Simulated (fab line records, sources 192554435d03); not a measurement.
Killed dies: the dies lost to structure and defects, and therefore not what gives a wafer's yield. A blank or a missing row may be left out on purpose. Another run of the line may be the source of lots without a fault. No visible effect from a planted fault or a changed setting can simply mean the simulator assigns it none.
What tool caused it? | flow n5 finfet | 12 lots, 36 wafers sampled, at 2 steps of a route of 1938

== WHAT THE GAUGES READ, wafer by wafer ==
N5_HKMG_FIN_CD_MEAS_49: the cd target is 202 nm.
lot  | measured    | on        | cd nm (nm)
L075 | day 4 07:54 | cd sem-03 | 200.9 201.5 202.1
L077 | day 4 22:59 | cd sem-02 | 202.2 201.8 203.4
L079 | day 5 09:35 | cd sem-03 | 201.9 202.7 201.8
L081 | day 6 05:19 | cd sem-01 | 202.4 203.6 202.5
L083 | day 6 09:44 | cd sem-02 | 201.6 199.9 201.9
L085 | day 7 01:07 | cd sem-02 | 202.7 201.6 203.0
L087 | day 7 13:01 | cd sem-03 | 199.8 200.8 201.2
L089 | day 7 22:01 | cd sem-01 | 202.1 199.6 201.4
L091 | day 8 05:34 | cd sem-01 | 200.8 202.1 199.9
L093 | day 8 18:59 | cd sem-03 | 201.4 202.2 201.4
L095 | day 9 05:50 | cd sem-02 | 201.6 201.9 201.5
L097 | day 9 20:50 | cd sem-01 | 202.3 201.7 201.6

== WHICH TOOL RAN EACH LOT (tool, then ch and the chambers of the sampled wafers, then the start) ==
lot  | N5_HKMG_FIN_HK_ALD_01
L075 | ald hk-03 ch 1,2,3, day 4 06:57
L077 | ald hk-03 ch 1,2,3, day 4 21:52
L079 | ald hk-01 ch 0,2,3, day 5 08:25
L081 | ald hk-01 ch 0,1,3, day 6 04:23
L083 | ald hk-03 ch 0,3, day 6 08:54
L085 | ald hk-02 ch 0,2,3, day 7 00:18
L087 | ald hk-02 ch 1,2, day 7 12:11
L089 | ald hk-03 ch 0,1, day 7 21:01
L091 | ald hk-01 ch 0,2,3, day 8 04:34
L093 | ald hk-02 ch 2,3, day 8 18:08
L095 | ald hk-03 ch 1,2, day 9 04:53
L097 | ald hk-01 ch 0,2,3, day 9 20:01
- N5_HKMG_FIN_HK_ALD_01: deposits HfO2, target thk 1.6 nm, pulse time 3 s, purge time 3 s.

== THE ANSWER, worked out from the rows above alone ==
Rule: usual is defined by the lots themselves. Put in order of their means at a reading, lots are off if they are a third of the lots or fewer, leave a main group of 4 or more, and stand apart from it by a gap of 3 or more times the standard deviation of the main group's means; of several such gaps the widest counts. A main group is skipped when, at the precision printed for the reading in the tables above, its means are all equal. A lot without any number at a reading at which 4 lots or more have one is off too. Where the step has rows for the other lots, those lots are counted as sound.
None of the lots is off at any reading shown; this tells nothing.

== WHAT THE SIMULATOR PUT IN ==
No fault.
